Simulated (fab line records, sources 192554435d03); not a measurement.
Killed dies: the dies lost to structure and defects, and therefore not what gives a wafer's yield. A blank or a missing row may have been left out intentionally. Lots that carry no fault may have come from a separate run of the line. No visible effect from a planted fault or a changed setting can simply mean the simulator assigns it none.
fab line records	flow n5_finfet
record lots=6	wafers=18	last_day=18
route steps=1938 shown BEOL_M1@813 BEOL_M4@1111 PASSIVATION@1936
lots with no fault: from the same line, run without faults
start_h: hours from the record's first day to the start of the lot's first wafer shown	wait_h: time in hours since the lot's previous step	" the same as in the row above	L1.1+2: several wafers, shown together as one row	- no value present, or no start provided	* or withheld: withheld	< > ~ a bound
route shown NAME@n: NAME is a module with steps in the file, n the number in the route of the first one	usual: average and standard deviation across the fault-free wafers	same: alike in all rows	chamber/n: place in a boat	sites: each site's reading	_std_site: how widely they spread, as a standard deviation	_edge_site: inner sites' mean taken away from outer sites' mean	radius_mm: for every site, how far away it sits from the centre of the wafer	mask NAME#n: copy n	behind: the last tool/chamber to shape the wafer	hold: the reason the lot was held/the length of the hold in hours/how it ended	device: transistor that didn't switch, given as n, p or np	end of line: at the end of the route, the tests of the same wafers	a step with no rows: only its recipe	killed: the dies lost at the first sort to structure and to defects; this is not the yield of the wafer	map: a wafer's dies, marking killed ones x, the rest . and places with no die _
set.NAME: the setting that was run; set.NAME@STEP: the one run at that earlier step	model.NAME: the simulator's own value behind a step, which no gauge read
a table for each step, a row for each wafer; lots at some steps of the route
services: a tool's chamber out of use, with start hour (start_h, from the record's first day; less than 0 if before it), hours out, and reason
## steps
# step N5_BEOL_M1_CVD_47
# recipe material=Co	target_thk_a=30	temp_c=withheld	precursor=CCTBA/H2	pressure_torr=30	time_s=223.8
# step N5_BEOL_M1_SPUTTER_48
# recipe material=Cu	target_thk_a=45	temp_c=-20	chamber_pressure_pa=0.07	power_w=withheld	time_s=8.29
# step N5_BEOL_M1_ANNEAL_49
# recipe temp_c=400	time_s=240	ambient=vacuum
# step N5_BEOL_M1_SPUTTER_79
# recipe material=Cu	target_thk_a=45	temp_c=-20	chamber_pressure_pa=0.07	power_w=withheld	time_s=8.29
# usual substrate_temp_c=-19.99/0.11	throttle_valve_pct=30.1/0.96
# same time_s=8.29
lot.wafer	tool	chamber	start_h	wait_h	substrate_temp_c	throttle_valve_pct
L314.1	pvd_sputter-03	-	153.38	0.1	-20.10	30.3
L314.2	"	-	"	"	-19.98	30.4
L314.6	"	-	"	"	-20.15	30.5
L322.1	pvd_sputter-01	-	201.30	0.1	-20.03	30.0
L322.2	"	-	"	"	-19.97	28.4
L322.6	"	-	"	"	-19.88	31.1
L323.2	pvd_sputter-01	-	209.23	0.1	-20.14	30.4
L323.4	"	-	"	"	-19.88	27.8
L323.6	"	-	"	"	-19.83	30.2
L325.2	pvd_sputter-02	-	225.46	0.1	-20.15	31.5
L325.5	"	-	"	"	-20.03	31.3
L325.6	"	-	"	"	-20.09	30.3
L327.3	pvd_sputter-02	-	231.18	0.1	-19.90	28.3
L327.5	"	-	"	"	-20.11	31.3
L327.6	"	-	"	"	-19.92	28.3
L333.1	pvd_sputter-01	-	267.20	0.1	-19.95	28.5
L333.2	"	-	"	"	-19.76	30.3
L333.4	"	-	"	"	-20.09	30.4
# step N5_BEOL_M1_ANNEAL_80
# recipe temp_c=400	time_s=240	ambient=vacuum
# usual heater_power_w=820/83	susceptor_temp_C=400.06/0.2
# same time_s=240
lot.wafer	tool	chamber	start_h	wait_h	heater_power_w	susceptor_temp_C
L314.1	pvd_sputter-03	-	153.46	0.0	671	400.16
L314.2	"	-	"	"	813	400.24
L314.6	"	-	"	"	727	399.77
L322.1	pvd_sputter-01	-	201.38	0.0	740	400.09
L322.2	"	-	"	"	757	400.25
L322.6	"	-	"	"	921	399.89
L323.2	pvd_sputter-01	-	209.31	0.0	816	399.92
L323.4	"	-	"	"	750	400.20
L323.6	"	-	"	"	736	400.36
L325.2	pvd_sputter-02	-	225.54	0.0	895	399.89
L325.5	"	-	"	"	859	400.22
L325.6	"	-	"	"	906	399.85
L327.3	pvd_sputter-02	-	231.26	0.0	997	399.79
L327.5	"	-	"	"	848	400.44
L327.6	"	-	"	"	959	399.60
L333.1	pvd_sputter-01	-	267.28	0.0	755	399.89
L333.2	"	-	"	"	749	400.46
L333.4	"	-	"	"	817	400.36
# step N5_BEOL_M1_SPUTTER_81
# recipe material=Cu	target_thk_a=45	temp_c=-20	chamber_pressure_pa=0.07	power_w=withheld	time_s=8.29
# step N5_BEOL_M1_ANNEAL_82
# recipe temp_c=400	time_s=240	ambient=vacuum
# step N5_BEOL_M1_SPUTTER_86
# recipe material=Cu	target_thk_a=45	temp_c=-20	chamber_pressure_pa=0.07	power_w=withheld	time_s=8.29
# step N5_BEOL_M1_ANNEAL_87
# recipe temp_c=400	time_s=240	ambient=vacuum
# step N5_BEOL_M1_SPUTTER_88
# recipe material=Cu	target_thk_a=45	temp_c=-20	chamber_pressure_pa=0.07	power_w=withheld	time_s=8.29
# step N5_BEOL_M1_ANNEAL_89
# recipe temp_c=400	time_s=240	ambient=vacuum
# usual heater_power_w=822/82	susceptor_temp_C=400.03/0.23
# same time_s=240
lot.wafer	tool	chamber	start_h	wait_h	heater_power_w	susceptor_temp_C
L314.1	pvd_sputter-03	-	154.12	0.0	669	399.88
L314.2	"	-	"	"	827	400.56
L314.6	"	-	"	"	727	399.99
L322.1	pvd_sputter-01	-	202.04	0.0	758	399.84
L322.2	"	-	"	"	755	400.15
L322.6	"	-	"	"	890	400.32
L323.2	pvd_sputter-01	-	209.97	0.0	823	400.04
L323.4	"	-	"	"	755	400.07
L323.6	"	-	"	"	742	400.01
L325.2	pvd_sputter-02	-	226.20	0.0	864	400.35
L325.5	"	-	"	"	838	400.37
L325.6	"	-	"	"	935	400.26
L327.3	pvd_sputter-02	-	231.92	0.0	992	399.75
L327.5	"	-	"	"	847	400.12
L327.6	"	-	"	"	975	399.83
L333.1	pvd_sputter-01	-	267.94	0.0	766	399.78
L333.2	"	-	"	"	764	399.89
L333.4	"	-	"	"	826	400.25
# step N5_BEOL_M1_SPUTTER_90
# recipe material=Cu	target_thk_a=45	temp_c=-20	chamber_pressure_pa=0.07	power_w=withheld	time_s=8.29
# usual substrate_temp_c=-19.99/0.099	throttle_valve_pct=30.1/0.93
# same time_s=8.29
lot.wafer	tool	chamber	start_h	wait_h	substrate_temp_c	throttle_valve_pct
L314.1	pvd_sputter-03	-	154.26	0.1	-19.90	30.3
L314.2	"	-	"	"	-19.89	30.6
L314.6	"	-	"	"	-20.15	30.1
L322.1	pvd_sputter-01	-	202.18	0.1	-19.90	29.9
L322.2	"	-	"	"	-20.04	28.2
L322.6	"	-	"	"	-20.01	31.1
L323.2	pvd_sputter-01	-	210.11	0.1	-20.01	30.3
L323.4	"	-	"	"	-19.92	28.1
L323.6	"	-	"	"	-19.94	29.9
L325.2	pvd_sputter-02	-	226.34	0.1	-20.24	31.0
L325.5	"	-	"	"	-20.12	31.1
L325.6	"	-	"	"	-19.84	30.3
L327.3	pvd_sputter-02	-	232.06	0.1	-19.98	28.5
L327.5	"	-	"	"	-20.03	31.2
L327.6	"	-	"	"	-20.12	28.1
L333.1	pvd_sputter-01	-	268.08	0.1	-19.83	28.0
L333.2	"	-	"	"	-19.97	29.4
L333.4	"	-	"	"	-19.90	30.3
# step N5_BEOL_M1_ANNEAL_91
# recipe temp_c=400	time_s=240	ambient=vacuum
# usual heater_power_w=820/83	susceptor_temp_C=399.97/0.23	time_s=240/0
lot.wafer	tool	chamber	start_h	wait_h	heater_power_w	susceptor_temp_C	time_s
L314.1	pvd_sputter-03	-	154.34	0.0	665	399.95	240
L314.2	"	-	"	"	829	400.12	240
L314.6	"	-	"	"	741	400.13	240
L322.1	pvd_sputter-01	-	202.26	0.0	-	-	-
L322.2	"	-	"	"	-	-	-
L322.6	"	-	"	"	-	-	-
L323.2	pvd_sputter-01	-	210.19	0.0	-	-	-
L323.4	"	-	"	"	-	-	-
L323.6	"	-	"	"	-	-	-
L325.2	pvd_sputter-02	-	226.42	0.0	857	400.13	240
L325.5	"	-	"	"	856	399.86	240
L325.6	"	-	"	"	926	399.69	240
L327.3	pvd_sputter-02	-	232.14	0.0	971	400.11	240
L327.5	"	-	"	"	839	399.75	240
L327.6	"	-	"	"	961	400.11	240
L333.1	pvd_sputter-01	-	268.16	0.0	761	400.19	240
L333.2	"	-	"	"	757	399.86	240
L333.4	"	-	"	"	813	399.78	240
# step N5_BEOL_M1_SPUTTER_92
# recipe material=Cu	target_thk_a=45	temp_c=-20	chamber_pressure_pa=0.07	power_w=withheld	time_s=8.29
# usual substrate_temp_c=-20.01/0.11	throttle_valve_pct=30.1/0.94
# same time_s=8.29
lot.wafer	tool	chamber	start_h	wait_h	substrate_temp_c	throttle_valve_pct
L314.1	pvd_sputter-03	-	154.48	0.1	-20.03	30.2
L314.2	"	-	"	"	-19.89	30.3
L314.6	"	-	"	"	-20.30	30.2
L322.1	pvd_sputter-01	-	202.40	0.1	-20.10	29.8
L322.2	"	-	"	"	-19.88	28.1
L322.6	"	-	"	"	-20.07	31.0
L323.2	pvd_sputter-01	-	210.33	0.1	-20.14	30.6
L323.4	"	-	"	"	-20.03	28.1
L323.6	"	-	"	"	-20.09	29.9
L325.2	pvd_sputter-02	-	226.56	0.1	-19.95	31.2
L325.5	"	-	"	"	-20.09	31.1
L325.6	"	-	"	"	-20.20	30.4
L327.3	pvd_sputter-02	-	232.28	0.1	-19.87	28.3
L327.5	"	-	"	"	-19.82	31.3
L327.6	"	-	"	"	-19.93	28.2
L333.1	pvd_sputter-01	-	268.30	0.1	-19.97	28.3
L333.2	"	-	"	"	-20.04	30.0
L333.4	"	-	"	"	-20.01	30.5
# step N5_BEOL_M4_RC_MEAS_101
# usual DIBL_N=35.8/2.2	DIBL_P=35.3/2.7	IOFF_N=0.16/0.043	IOFF_P=0.21/0.043	ION_N=676/15	ION_P=463/9.1	SS_N=71.4/0.77	SS_P=73.0/0.79	VT_N=250/4	VT_P=-249.8/2.8
lot.wafer	tool	chamber	start_h	wait_h	DIBL_N[mV/V]	DIBL_P[mV/V]	IOFF_N[nA/um]	IOFF_P[nA/um]	ION_N[uA/um]	ION_P[uA/um]	SS_N[mV/dec]	SS_P[mV/dec]	VT_N[mV]	VT_P[mV]
L314.1	prober-01	0	197.28	0.0	35.6	35.3	0.14	0.20	677	473	71.6	73.0	251	-253.8
L314.2	"	0	"	"	37.6	37.4	0.17	0.23	684	466	72.4	73.2	250	-249.5
L314.6	"	0	"	"	32.2	31.2	0.10	0.15	657	456	70.6	72.1	252	-254.5
L323.2	prober-01	0	247.74	0.2	37.8	38.9	0.19	0.25	668	459	72.5	73.8	245	-245.8
L323.4	"	0	"	"	34.4	35.1	0.12	0.18	680	466	72.0	73.0	251	-252.1
L323.6	"	0	"	"	38.4	38.3	0.21	0.23	670	450	72.7	73.3	245	-248.7
L322.1	prober-01	0	250.79	0.0	39.4	41.4	0.21	0.33	675	465	72.3	73.7	245	-242.3
L322.2	"	0	"	"	37.3	37.5	0.19	0.25	693	476	71.3	73.2	247	-245.9
L322.6	"	0	"	"	33.9	34.9	0.12	0.20	677	474	70.5	71.8	253	-248.9
L325.2	prober-02	0	266.34	0.2	32.9	34.5	0.11	0.18	660	465	71.3	72.1	253	-251.3
L325.5	"	0	"	"	34.9	36.5	0.14	0.21	669	462	72.0	73.0	249	-249.1
L325.6	"	0	"	"	35.8	37.0	0.16	0.21	676	469	71.4	73.5	246	-250.0
L327.3	prober-02	0	268.03	0.3	38.3	37.9	0.20	0.27	681	475	71.5	73.3	247	-245.6
L327.5	"	0	"	"	36.0	34.2	0.15	0.21	672	469	71.2	73.6	249	-249.8
L327.6	"	0	"	"	35.2	35.0	0.15	0.22	675	473	71.2	73.0	250	-246.7
L333.1	prober-01	0	314.37	0.0	35.4	33.4	0.14	0.20	679	467	71.3	72.6	249	-249.0
L333.2	"	0	"	"	37.6	35.1	0.19	0.23	694	465	71.8	73.4	246	-247.3
L333.4	"	0	"	"	36.2	32.8	0.15	0.18	678	464	70.8	73.1	251	-250.0
# step N5_PASSIVATION_PROBE_49
# usual defect_limited_yield=91.1/1.4	killed_at_M0_to_M3=34/11	killed_at_M4_up=14/5.6	killed_at_contacts=13/5.9	killed_at_front_end=40/11	killed_at_other=4/3.1	killed_dies=105/16	killed_open=68/11	killed_short=34/8.4	sort_bin_5_function=5.2/0.86	sort_bin_6_memory=3.2/0.7	sort_bin_8_speed=0.1/1.1	sort_n_pass=1074/21	sort_yield_pct=91.0/1.8
# same gross_dies=1180	killed_at_back_side=0	sort_bin_4_leakage[%]=0
lot.wafer	tool	chamber	start_h	wait_h	defect_limited_yield[%]	killed_at_M0_to_M3	killed_at_M4_up	killed_at_contacts	killed_at_front_end	killed_at_other	killed_dies	killed_open	killed_short	sort_bin_5_function[%]	sort_bin_6_memory[%]	sort_bin_8_speed[%]	sort_n_pass	sort_yield_pct[%]
L314.1	prober-01	-	300.08	0.0	92.3	30	19	7	34	1	91	66	25	3.9	3.8	0	1089	92.3
L314.2	prober-01	-	300.13	0.1	91.8	32	16	7	36	6	97	64	30	5.9	2.2	0	1083	91.8
L314.6	prober-01	-	300.33	0.3	91.9	30	23	6	35	1	95	67	28	5.1	2.8	0	1085	91.9
L325.2	prober-02	-	380.93	0.1	89.8	49	12	10	44	5	120	81	37	6.5	3.2	0	1060	89.8
L325.5	prober-02	-	381.08	0.2	88.8	51	11	9	47	14	132	82	44	6.6	3.9	0	1048	88.8
L325.6	prober-02	-	381.13	0.3	90.5	42	10	12	39	9	112	71	37	6.1	3.1	0	1068	90.5
L333.1	prober-01	-	442.64	0.0	90.6	36	5	21	42	7	111	77	32	6.1	2.8	0.1	1069	90.6
L333.2	prober-01	-	442.69	0.1	92.2	27	16	8	38	3	92	61	30	4.7	3.0	0	1088	92.2
L333.4	prober-01	-	442.79	0.2	89.2	28	14	24	54	7	127	85	42	6.8	3.6	0	1053	89.2
# killed by level:class
L314.1 STI_FIN_REVEAL:geometric_particle:open=13 BEOL_M0_SAQP:geometric_particle:open=8 BEOL_M2:geometric_particle:open=8 BEOL_M5:geometric_particle:open=6 MOL_CONTACT_COAG:geometric_particle:open=6 FIN_SAQP:geometric_particle:open=5 BEOL_M4:geometric_particle:open=5 BEOL_M0_SAQP:geometric_particle:short=5
L314.2 FIN_SAQP:geometric_particle:open=9 BEOL_M2:geometric_particle:open=9 BEOL_M0_SAQP:geometric_particle:open=7 BEOL_M0_SAQP:geometric_particle:short=7 FIN_SAQP:geometric_particle:short=6 BEOL_M4:geometric_particle:open=6 DUMMY_GATE:geometric_particle:open=4 MOL_CONTACT_COAG:geometric_particle:open=4
L314.6 BEOL_M2:geometric_particle:open=14 BEOL_M4:geometric_particle:open=10 FIN_SAQP:geometric_particle:short=7 DUMMY_GATE:geometric_particle:open=7 MOL_CONTACT_COAG:geometric_particle:open=6 FIN_SAQP:geometric_particle:open=5 STI_FIN_REVEAL:geometric_particle:open=5 GATE_CUT:geometric_particle:short=4
L325.2 BEOL_M0_SAQP:geometric_particle:short=15 BEOL_M0_SAQP:geometric_particle:open=10 BEOL_M1:geometric_particle:open=10 STI_FIN_REVEAL:geometric_particle:open=9 DUMMY_GATE:geometric_particle:open=8 FIN_SAQP:geometric_particle:open=7 MOL_CONTACT_COAG:geometric_particle:open=6 FIN_SAQP:geometric_particle:short=5
L325.5 BEOL_M0_SAQP:geometric_particle:short=16 BEOL_M0_SAQP:geometric_particle:open=15 BEOL_M2:geometric_particle:open=11 FIN_SAQP:geometric_particle:open=10 MOL_CONTACT_COAG:geometric_particle:open=9 FIN_SAQP:geometric_particle:short=8 BEOL_M0:geometric_particle:open=6 STI_FIN_REVEAL:geometric_particle:open=5
L325.6 MOL_CONTACT_COAG:geometric_particle:open=12 BEOL_M0_SAQP:geometric_particle:short=11 FIN_SAQP:geometric_particle:open=10 BEOL_M2:geometric_particle:open=10 BEOL_M0_SAQP:geometric_particle:open=9 BEOL_M1:geometric_particle:open=9 STI_FIN_REVEAL:geometric_particle:open=6 GATE_CUT:geometric_particle:short=5
L333.1 MOL_CONTACT_COAG:geometric_particle:open=18 STI_FIN_REVEAL:geometric_particle:open=10 BEOL_M0_SAQP:geometric_particle:short=8 BEOL_M3:geometric_particle:open=7 BEOL_M1:geometric_particle:open=6 DUMMY_GATE:geometric_particle:open=5 FIN_SAQP:geometric_particle:open=4 STI_FIN_REVEAL:geometric_particle:short=4
L333.2 BEOL_M4:geometric_particle:open=11 FIN_SAQP:geometric_particle:open=8 FIN_SAQP:geometric_particle:short=8 STI_FIN_REVEAL:geometric_particle:open=7 BEOL_M2:geometric_particle:open=7 MOL_CONTACT_COAG:geometric_particle:open=6 BEOL_M0_SAQP:geometric_particle:short=6 DUMMY_GATE:geometric_particle:open=4
L333.4 MOL_CONTACT_COAG:geometric_particle:open=21 STI_FIN_REVEAL:geometric_particle:open=15 BEOL_M0_SAQP:geometric_particle:short=9 STI_FIN_REVEAL:geometric_particle:short=7 DUMMY_GATE:geometric_particle:open=7 BEOL_M4:geometric_particle:open=6 STARTING-WAFER:geometric_particle:open=6 FIN_SAQP:geometric_particle:open=5
## services
tool	chamber	start_h	hours	kind
pvd_sputter-03	-	138.10	13.5	repair
pvd_sputter-02	-	177.90	0.7	repair
## key
first_sign step=N5_BEOL_M1_ANNEAL_91	reading=tool_record	direction=missing
effect none on later readings
met_at N5_BEOL_M1_ANNEAL_91
struck_wafers L322.1,L322.2,L322.6,L323.2,L323.4,L323.6
fault kind=skipped_step_whole	tool=pvd_sputter-01	chamber=-	onset_h=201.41	steps=N5_BEOL_M1_ANNEAL_91	scope=struck_lots_only
